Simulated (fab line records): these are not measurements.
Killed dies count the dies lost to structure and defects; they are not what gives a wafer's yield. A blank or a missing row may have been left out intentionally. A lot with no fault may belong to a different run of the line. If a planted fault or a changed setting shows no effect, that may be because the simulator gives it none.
Matching of chambers ; flow n5 finfet ; N5_BEOL_M13_ETCH_67 on rie diel-02 has 4 sister chambers
The step etches SiARC in CF4, target depth 143 nm, time 238.3 s. 8 wafers are shown with their chamber, then 8 later ones without.

WAFERS PAIRED WITH THEIR CHAMBERS
wafer;chamber;showerhead plenum p Torr (Torr);drypump motor current A (A)
L076.5;0;2.11;6.0
L086.1;3;2.12;4.7
L086.3;2;2.13;5.6
L086.4;1;2.27;5.9
L088.1;3;2.12;4.8
L088.2;1;2.27;5.9
L088.3;2;2.13;5.6
L090.1;0;2.10;6.0

WAFERS WITHOUT THEIR CHAMBER
wafer;showerhead plenum p Torr (Torr);drypump motor current A (A)
L090.4;2.12;4.7
L090.5;2.13;5.6
L089.1;2.13;5.6
L089.4;2.12;4.8
L089.6;2.13;5.6
L094.1;2.10;6.0
L094.5;2.13;5.6
L094.6;2.11;4.7

EACH ONE'S CHAMBER
wafer;from the rows above;in truth
L090.4;3;3
L090.5;2;2
L089.1;2;2
L089.4;3;3
L089.6;2;2
L094.1;0;0
L094.5;2;2
L094.6;3;3
Correct placement for 8 of the 8. Can't be placed from these rows: 0. Placed wrongly: 0.
How it was worked out, from the rows above alone: a wafer's distance from a chamber is the root of the sum, over the readings, of the square of ((its reading less the chamber's mean) divided by the reading's scatter). If the next closest chamber is less than 2 further off than the closest, the wafer can't be placed; otherwise it belongs to the closest. A chamber's mean is the mean of its shown wafers. How the scatter is found: for the shown wafers, subtract from each reading the mean of its chamber, square and add these, divide the total by (wafers less chambers), then take the root.
